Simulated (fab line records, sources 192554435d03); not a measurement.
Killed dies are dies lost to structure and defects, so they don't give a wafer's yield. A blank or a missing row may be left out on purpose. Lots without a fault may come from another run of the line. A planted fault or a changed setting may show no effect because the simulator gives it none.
A struck lot beside a sound one | flow n5_finfet | 16 steps out of a route of 1938
Sound: wafers L932.2, L932.5, L932.6. Struck: wafers L921.2, L921.3, L921.5. The cause comes at the end.
At each step with rows: each side's tool, then ch and its chambers, then its first start. Under that, the readings that differ: sound wafers | struck wafers | difference of the means | sigmas: that difference in standard deviations of wafers without a fault.
alike: readings whose means differ by less than 2 such deviations, and words and numbers that are the same on both sides. not compared: withheld readings, readings that some wafer has no value for, bounds like >300 that may hide the same value, and numbers for which the record gives no deviation and whose values overlap.
The two part at a step that has a row with sigmas, a row that says differs or no value, or rows on one side only. Numbers that don't overlap but have no deviation are shown without sigmas and don't part them. A reading that every wafer of one side lacks parts them only if that side has two wafers or more.

first, 7 steps without rows for these wafers: N5_BEOL_M0_CUTY_COAT_50 (time 60 s, resist thk 15 nm); N5_BEOL_M0_CUTY_COAT_51 (resist thk 150 nm); N5_BEOL_M0_CUTY_EBR_52; N5_BEOL_M0_CUTY_SOFTBAKE_53 (time 60 s); N5_BEOL_M0_CUTY_EXPOSE_54 (exposes mask M0 ABLK); N5_BEOL_M0_CUTY_PEB_55 (peb time 60 s); N5_BEOL_M0_CUTY_DEVELOP_56 (develop time 30 s).
N5_BEOL_M0_CUTY_CD_MEAS_57: target cd 200 nm.
  sound on cd_sem-01 ch 0, day 10 03:16; struck on cd_sem-03 ch 0, day 7 08:36
  alike: cd_nm
N5_BEOL_M0_CUTY_OVL_MEAS_58:
  sound on overlay-01 ch 0, day 10 03:18; struck on overlay-02 ch 0, day 7 08:37
  alike: M0_ABLK_OVL
N5_BEOL_M0_CUTY_INSPECT_59: inspects for defects (macro).
  sound on defect_inspect-02, day 10 03:20; struck on defect_inspect-01, day 7 08:39
  alike: raw_defect_count
N5_BEOL_M0_CUTY_DESCUM_61: chemistry O2, time 7.9 s.
  sound on rie_diel-05 ch 2,3, day 10 04:32; struck on rie_diel-04 ch 0,1,3, day 7 08:41
  alike: drypump_motor_current_A, oes_product_au, rf_vpp_V, showerhead_plenum_p_Torr, throttle_valve_pct
  not compared: rf_hours_counter_h
N5_BEOL_M0_CUTY_ETCH_62: etches SiARC in CF4, time 58.5 s.
  sound on rie_diel-05 ch 2,3, day 10 04:34; struck on rie_diel-04 ch 0,1,3, day 7 08:43
  alike: bias_w, cf4_flow_sccm, drypump_motor_current_A, etch_rf_on_time_s, oes_product_au, rf_vpp_V, showerhead_plenum_p_Torr, throttle_valve_pct
  not compared: rf_hours_counter_h
N5_BEOL_M0_CUTY_ETCH_63: etches SOC in N2/H2, target depth 82.7 nm, overetch 16.5 nm, time 124 s.
  sound on rie_diel-05 ch 2,3, day 10 04:37; struck on rie_diel-04 ch 0,1,3, day 7 08:46
  no value came back on the struck wafers for any of 7 readings (bias_w (W), chamber_pressure_mTorr (mTorr) and others); on the sound wafers bias_w (W) reads 149.9 150.6 150.1
  reading                                                 | sound       | struck          | difference | sigmas
  model.CAR-ArF-block_of_BEOL_M0_CUTY_COAT_51.thk_nm (nm) | 0 0 0       | 119.4 120 119.4 | +119.6     |
  model.SiO2_of_BEOL_M0_SAQP_SPACER2_ALD_26.thk_nm (nm)   | 7.2 7.2 7.2 | 10.6 10.6 10.6  | +3.4       |
  not compared: rf_hours_counter_h, model.SiO2_of_BEOL_M0_SAQP_ALD_48.thk_nm
then, 1 step without rows for these wafers: N5_BEOL_M0_CUTY_STRIP_64 (strips in N2/H2).
N5_BEOL_M4_RC_MEAS_101:
  the record has rows for the sound wafers here (prober-02 ch 0, day 12 07:05) and none for the struck ones
-- the record jumps here: 6 days lie between the struck wafers' starts before and after (it left off in module BEOL_M4 and takes up again in module PASSIVATION, whose first step shown is number 1936 of the route) --
N5_PASSIVATION_PROBE_49:
  sound on prober-01, day 16 14:29; struck on prober-01, day 13 18:26
  reading                  | sound          | struck         | difference | sigmas
  defect_limited_yield (%) | 91.3 89.2 92.2 | 0 0 0          | -91        | -61
  killed_at_M0_to_M3       | 33 61 26       | 1107 1107 1109 | +1068      | +99 or more
  killed_dies              | 103 127 92     | 1180 1180 1180 | +1073      | +63
  killed_on_rim            | 14 15 16       | 152 152 152    | +137       | +34
  sort_bin_5_function (%)  | 4.8 5.6 4.3    | 96.0 97.1 96.3 | +91.6      | +98
  sort_n_pass              | 1077 1053 1088 | 0 0 0          | -1073      | -63
  sort_yield_pct (%)       | 91.3 89.2 92.2 | 0 0 0          | -91        | -65
  alike: killed_at_M4_up, killed_at_contacts, killed_at_front_end, killed_at_other, killed_open, killed_short, sort_bin_6_memory

WHERE THEY PART
First at N5_BEOL_M0_CUTY_ETCH_63; last, within this record, at N5_PASSIVATION_PROBE_49.

WHY: what the simulator had put in
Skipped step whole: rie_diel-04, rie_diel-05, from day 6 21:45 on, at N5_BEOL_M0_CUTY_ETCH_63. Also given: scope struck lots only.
